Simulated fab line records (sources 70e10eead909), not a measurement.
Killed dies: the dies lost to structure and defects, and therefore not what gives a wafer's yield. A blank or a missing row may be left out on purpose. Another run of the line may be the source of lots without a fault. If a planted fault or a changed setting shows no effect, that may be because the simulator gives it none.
Chamber matching ; flow nand-harc ; NHARC_THIN_TSV_DEP_47 on pecvd-02: 3 sister chambers
The step deposits SiO2, target thk 200 nm. 18 wafers are shown with their chamber, then 9 later ones without.

== WAFERS WITH THEIR CHAMBER ==
wafer;chamber;throttle-valve-pct (%)
L137.3;1;15.9
L137.4;1;15.6
L137.6;0;14.8
L139.1;2;16.4
L139.2;0;14.7
L139.3;1;15.8
L138.2;0;14.6
L138.4;0;15.0
L138.5;2;16.5
L142.1;1;15.6
L142.2;0;15.1
L142.5;0;14.5
L141.2;1;15.3
L141.4;2;16.3
L141.5;0;14.5
L147.3;0;14.6
L147.5;2;16.3
L147.6;1;15.4

SIGNATURES, as means of the wafers listed above
reading;chamber 0;chamber 1;chamber 2;scatter within a chamber
throttle-valve-pct;14.725;15.600;16.375;0.207
Rule: a wafer's distance from a chamber is the root of the sum, over the readings, of the square of ((its reading less the chamber's mean) divided by the reading's scatter). The wafer belongs to the nearest chamber; if the next one is less than 2 further off, it can't be placed. The scatter: the root of (the sum of the squares of (reading less its chamber's mean) over the shown wafers, divided by (wafers less chambers)).

== WAFERS MISSING THEIR CHAMBER ==
wafer;throttle-valve-pct (%)
L152.2;15.1
L152.3;16.2
L152.6;15.7
L153.1;15.0
L153.4;16.3
L153.5;15.0
L156.2;14.9
L156.4;15.2
L156.5;16.2

== WHICH CHAMBER EACH WENT THROUGH ==
wafer;from the rows above;in truth
L152.2;can't be placed: 0 or 1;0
L152.3;2;2
L152.6;1;1
L153.1;can't be placed: 0 or 1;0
L153.4;2;2
L153.5;can't be placed: 0 or 1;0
L156.2;0;0
L156.4;can't be placed: 1 or 0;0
L156.5;2;2
Correctly placed: 5 of 9. These rows do not allow placing 4 (true chamber among the candidates in 4). Placed wrongly: 0.
